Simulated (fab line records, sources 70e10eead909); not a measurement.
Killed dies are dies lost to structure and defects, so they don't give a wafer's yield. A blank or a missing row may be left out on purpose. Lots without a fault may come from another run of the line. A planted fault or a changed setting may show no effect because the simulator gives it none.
Chamber matching | flow nand_harc | NHARC_A_STAIRCASE_DESCUM_219 on rie_diel-04: 4 sister chambers
The step chemistry O2, time 3 s. 4 wafers are shown with their chamber, then 8 later ones without.

WAFERS WITH THEIR CHAMBER
wafer  | chamber | drypump_motor_current_A (A)
L087.4 | 1       | 5.7
L087.5 | 0       | 6.7
L090.3 | 2       | 5.2
L088.1 | 3       | 5.5

WAFERS WITHOUT THEIR CHAMBER
wafer  | drypump_motor_current_A (A)
L088.4 | 5.1
L088.6 | 5.1
L095.1 | 5.5
L095.3 | 5.7
L095.6 | 5.5
L094.2 | 5.1
L094.3 | 5.5
L094.5 | 5.8

WHICH CHAMBER EACH WENT THROUGH
wafer  | from the rows above | in truth
L088.4 | 2                   | 2
L088.6 | 2                   | 2
L095.1 | 3                   | 3
L095.3 | 1                   | 1
L095.6 | 3                   | 3
L094.2 | 2                   | 2
L094.3 | 3                   | 3
L094.5 | 1                   | 1
Placed correctly: 8 of 8. Can't be placed from these rows: 0. Placed wrongly: 0.
How it was worked out, from the rows above alone: a wafer's distance from a chamber is the root of the sum, over the readings, of the square of ((its reading less the chamber's mean) divided by the reading's scatter). The wafer belongs to the nearest chamber; if the next one is less than 2 further off, it can't be placed. A chamber's mean is the mean of its shown wafers. The scatter: with one shown wafer a chamber, the root of the mean of the squares of how far each hidden wafer lies from its nearest shown one.
